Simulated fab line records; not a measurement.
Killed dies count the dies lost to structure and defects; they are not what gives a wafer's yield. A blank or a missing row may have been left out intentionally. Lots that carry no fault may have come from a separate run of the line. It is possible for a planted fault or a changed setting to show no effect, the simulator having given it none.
Chamber matching ; flow nand harc ; NHARC_A_CONTACT_ETCH_102 on rie diel-12 has 4 sister chambers
The step etches the open film in CF4/O2, target depth 70 nm, overetch 7 nm, time 38.5 s. 16 wafers are shown with their chamber, then 8 later ones without.

WAFERS PAIRED WITH THEIR CHAMBERS
wafer;chamber;drypump motor current A (A);rf vpp V (V);oes product au (a.u.)
L082.1;1;6.6;197.2;1.004
L082.4;0;5.4;195.8;1.000
L082.6;2;6.3;199.6;0.990
L087.3;3;5.3;198.2;1.019
L087.5;0;5.4;195.2;1.005
L087.6;3;5.3;198.4;1.013
L085.1;2;6.3;200.1;0.996
L085.5;0;5.5;194.9;0.997
L085.6;1;6.6;196.8;1.014
L089.1;1;6.6;197.6;0.995
L089.2;2;6.3;199.0;0.991
L089.5;2;6.3;200.2;0.996
L090.1;1;6.6;197.5;1.000
L090.3;3;5.3;197.6;1.006
L090.6;0;5.5;195.1;1.006
L092.1;2;6.3;199.6;0.994

SIGNATURES (averages over the wafers above)
reading;chamber 0;chamber 1;chamber 2;chamber 3;scatter within a chamber
drypump motor current A;5.450;6.600;6.300;5.300;0.0289
rf vpp V;195.250;197.275;199.700;198.067;0.419
oes product au;1.00200;1.00325;0.99340;1.01267;0.00551
Rule: for each reading, subtract the chamber's mean from the wafer's reading, divide by that reading's scatter and square the result; add these up over the readings and take the root, which gives the wafer's distance from the chamber. If the next closest chamber is less than 2 further off than the closest, the wafer can't be placed; otherwise it belongs to the closest. The scatter is the square root of a quotient: the sum, over the shown wafers, of each reading's squared deviation from its chamber's mean, divided by wafers minus chambers.

WAFERS WHOSE CHAMBER IS MISSING
wafer;drypump motor current A (A);rf vpp V (V);oes product au (a.u.)
L092.2;6.6;197.0;1.007
L092.4;5.3;198.8;1.012
L093.1;5.5;196.4;1.014
L093.3;6.3;200.0;1.005
L093.4;6.6;198.1;1.015
L091.1;6.6;196.6;1.009
L091.5;5.3;198.1;1.012
L091.6;5.4;195.4;1.001

CHAMBER TAKEN BY EACH
wafer;from the rows above;in truth
L092.2;1;1
L092.4;3;3
L093.1;0;0
L093.3;2;2
L093.4;1;1
L091.1;1;1
L091.5;3;3
L091.6;0;0
Correct placement for 8 of the 8. Left unplaced by these rows: 0. 0 placed wrongly.
